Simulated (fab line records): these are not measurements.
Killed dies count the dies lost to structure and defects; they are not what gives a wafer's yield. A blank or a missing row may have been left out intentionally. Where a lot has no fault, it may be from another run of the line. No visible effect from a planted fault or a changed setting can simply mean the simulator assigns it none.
Matching of chambers | flow nand_harc | NHARC_P_GATE_DESCUM_61 on rie_diel-08 has 4 sister chambers
The step chemistry O2, time 3 s. 4 wafers are shown with their chamber, then 12 later ones without.

WAFERS, EACH WITH ITS CHAMBER
wafer  | chamber | showerhead_plenum_p_Torr (Torr)
L088.1 | 2       | 1.79
L088.5 | 0       | 1.90
L093.2 | 1       | 2.02
L093.5 | 3       | 1.92

WAFERS WHOSE CHAMBER IS MISSING
wafer  | showerhead_plenum_p_Torr (Torr)
L094.1 | 1.92
L094.2 | 1.79
L094.3 | 2.02
L096.3 | 1.79
L096.4 | 1.91
L096.6 | 1.79
L096.1 | 2.02
L096.2 | 1.92
L096.5 | 2.02
L097.3 | 1.90
L097.5 | 1.90
L097.6 | 2.02

EACH ONE'S CHAMBER
wafer  | from the rows above     | in truth
L094.1 | 3                       | 3
L094.2 | 2                       | 2
L094.3 | 1                       | 1
L096.3 | 2                       | 2
L096.4 | can't be placed: 0 or 3 | 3
L096.6 | 2                       | 2
L096.1 | 1                       | 1
L096.2 | 3                       | 3
L096.5 | 1                       | 1
L097.3 | 0                       | 0
L097.5 | 0                       | 0
L097.6 | 1                       | 1
Correctly placed: 11 of 12. Cannot be placed on the basis of these rows: 1; the candidates contain the true chamber in 1. Wrongly placed: 0.
How it was worked out, from the rows above alone: a wafer's distance from a chamber is the root of the sum, over the readings, of the square of ((its reading less the chamber's mean) divided by the reading's scatter). If the next closest chamber is less than 2 further off than the closest, the wafer can't be placed; otherwise it belongs to the closest. The mean given for a chamber averages the wafers shown for that chamber. The scatter (one wafer shown for each chamber): square how far every hidden wafer sits from the nearest shown wafer, average those squares and take the square root.
